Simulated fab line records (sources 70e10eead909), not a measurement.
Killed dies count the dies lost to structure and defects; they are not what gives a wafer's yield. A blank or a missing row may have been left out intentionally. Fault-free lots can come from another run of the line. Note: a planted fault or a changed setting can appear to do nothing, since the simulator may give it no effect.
Chamber matching | flow nandHarc | NHARC_P_ZERO_WELL_ETCH_63 on rieSi-03: 4 sister chambers
The step etches the open film in HBr/Cl2, target depth 120 nm, time 40.1 s. 4 wafers are shown with their chamber, then 7 later ones without.

## WAFERS, EACH WITH ITS CHAMBER
wafer  | chamber | drypumpMotorCurrentA (A)
L294.6 | 1       | 5.4
L297.1 | 2       | 6.0
L298.1 | 3       | 6.6
L298.4 | 0       | 6.4

## WAFERS MISSING THEIR CHAMBER
wafer  | drypumpMotorCurrentA (A)
L298.6 | 6.6
L310.1 | 6.4
L310.3 | 5.9
L310.4 | 5.4
L313.3 | 6.6
L313.4 | 6.0
L313.6 | 6.5

## WHICH CHAMBER EACH ONE RAN IN
wafer  | from the rows above     | in truth
L298.6 | 3                       | 3
L310.1 | 0                       | 0
L310.3 | 2                       | 2
L310.4 | 1                       | 1
L313.3 | 3                       | 3
L313.4 | 2                       | 2
L313.6 | can't be placed: 0 or 3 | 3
Correctly placed: 6 of 7. Can't be placed from these rows: 1 (the true chamber is among the candidates in 1). 0 placed wrongly.
How it was worked out, from the rows above alone: a wafer's distance from a chamber is the root of the sum, over the readings, of the square of ((its reading less the chamber's mean) divided by the reading's scatter). The wafer belongs to the nearest chamber; if the next one is less than 2 further off, it can't be placed. A chamber's mean is the mean of its shown wafers. The scatter: root of mean squared gap, hidden wafer to nearest shown wafer, with one shown wafer a chamber.
